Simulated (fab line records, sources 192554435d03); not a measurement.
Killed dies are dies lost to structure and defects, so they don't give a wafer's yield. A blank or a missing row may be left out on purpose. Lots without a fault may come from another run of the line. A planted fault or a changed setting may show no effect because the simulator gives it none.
A struck lot beside a sound one | flow n5_finfet | 16 steps out of a route of 1938
Sound: wafers L723.1, L723.3, L723.5. Struck: wafers L731.1, L731.2, L731.3. The cause comes at the end.
At each step with rows: each side's tool, then ch and its chambers, then its first start. Under that, the readings that differ: sound wafers | struck wafers | difference of the means | sigmas: that difference in standard deviations of wafers without a fault.
alike: readings whose means differ by less than 2 such deviations, and words and numbers that are the same on both sides. not compared: withheld readings, readings that some wafer has no value for, bounds like >300 that may hide the same value, and numbers for which the record gives no deviation and whose values overlap.
The two part at a step that has a row with sigmas, a row that says differs or no value, or rows on one side only. Numbers that don't overlap but have no deviation are shown without sigmas and don't part them. A reading that every wafer of one side lacks parts them only if that side has two wafers or more.

first, 1 step without rows for these wafers: N5_FIN_SAQP_MANDREL_ETCH_22 (etches a-Si in HBr/Cl2, stops on SiNx, target depth 60 nm, bt time 10 s, time 30 s).
N5_FIN_SAQP_STRIP_55: strips in N2/H2.
  sound on rie_diel-06 ch 1,3, day 4 09:50; struck on rie_diel-05 ch 1,2,3, day 6 10:43
  alike: drypump_motor_current_A, oes_product_au, rf_vpp_V, showerhead_plenum_p_Torr, throttle_valve_pct
  not compared: rf_hours_counter_h
then, 2 steps without rows for these wafers: N5_FIN_SAQP_STRIP_23 (strips in SPM, time 750 s); N5_FIN_SAQP_SRD_66 (time 30 s).
N5_FIN_SAQP_RECESS_75: chemistry HF/NH3, target SiO2, target depth 14.4 nm, afs cycles 3, sublimation time 60 s.
  sound on vapor_etch-02 ch 0,1, day 4 10:10; struck on vapor_etch-02 ch 0,1, day 6 11:03
  alike: drypump_motor_current_A
N5_FIN_SAQP_SPACER1_ALD_24: deposits SiO2, target thk 20.3 nm, pulse time 1 s, purge time 2 s.
  sound on ald_sin-03 ch 0,1,3, day 4 10:34; struck on ald_sin-03 ch 0,1,3, day 6 11:32
  reading                    | sound             | struck            | difference | sigmas
  precursor_pulse_height_rel | 0.965 0.988 0.965 | 1.000 1.021 1.015 | +0.039     | +2
  alike: heater_power_w
then, 2 steps without rows for these wafers: N5_FIN_SAQP_SPACER1_ETCHBACK_25 (etches SiO2 in CHF3/O2, target depth 24.4 nm, time 12.2 s); N5_FIN_SAQP_MANDREL1_REMOVE_56 (chemistry HBr/Cl2/O2, target a-Si, stops on SiNx, bt time 10 s).
N5_FIN_SAQP_CD_MEAS_27: target cd 20 nm.
  sound on cd_sem-03 ch 0, day 4 11:28; struck on cd_sem-03 ch 0, day 6 12:47
  alike: cd_nm
then, 1 step without rows for these wafers: N5_FIN_SAQP_ETCH_57 (etches SiNx in CH3F/O2, target depth 32.5 nm, time 46.4 s).
N5_FIN_SAQP_ETCH_65: etches SiO2 in CF4, target depth 4 nm, time 4.4 s.
  sound on rie_si-04 ch 0,1,3, day 4 11:38; struck on rie_si-01 ch 0,2,3, day 6 13:02
  alike: bias_w, drypump_motor_current_A, oes_product_au, throttle_valve_pct
  not compared: rf_hours_counter_h
N5_FIN_SAQP_MANDREL_ETCH_58: etches a-Si in HBr/Cl2, stops on SiNx, target depth 45 nm, bt time 10 s, time 27 s.
  sound on rie_si-04 ch 0,1,3, day 4 11:40; struck on rie_si-01 ch 0,2,3, day 6 13:04
  alike: bias_w, drypump_motor_current_A, oes_product_au, throttle_valve_pct
  not compared: rf_hours_counter_h
N5_FIN_SAQP_RECESS_63: chemistry HF/NH3, target SiO2, target depth 18 nm, afs cycles 3, sublimation time 60 s.
  sound on vapor_etch-02 ch 0, day 4 11:44; struck on vapor_etch-02 ch 0,1, day 6 13:11
  no value came back on the struck wafers for afs_cycles, drypump_motor_current_A (A); on the sound wafers afs_cycles reads 3 3 3
then, 1 step without rows for these wafers: N5_FIN_SAQP_COAT_68 (time 60 s, resist thk 100 nm).
N5_BEOL_M4_RC_MEAS_101:
  the record has rows for the sound wafers here (prober-02 ch 0, day 10 16:20) and none for the struck ones
-- the record jumps here: 12 days lie between the struck wafers' starts before and after (it left off in module BEOL_M4 and takes up again in module PASSIVATION, whose first step shown is number 1936 of the route) --
N5_PASSIVATION_PROBE_49:
  the record has rows for the struck wafers here (prober-02, day 18 15:25) and none for the sound ones

WHERE THEY PART
First at N5_FIN_SAQP_SPACER1_ALD_24; last, within this record, at N5_PASSIVATION_PROBE_49.

WHY: what the simulator had put in
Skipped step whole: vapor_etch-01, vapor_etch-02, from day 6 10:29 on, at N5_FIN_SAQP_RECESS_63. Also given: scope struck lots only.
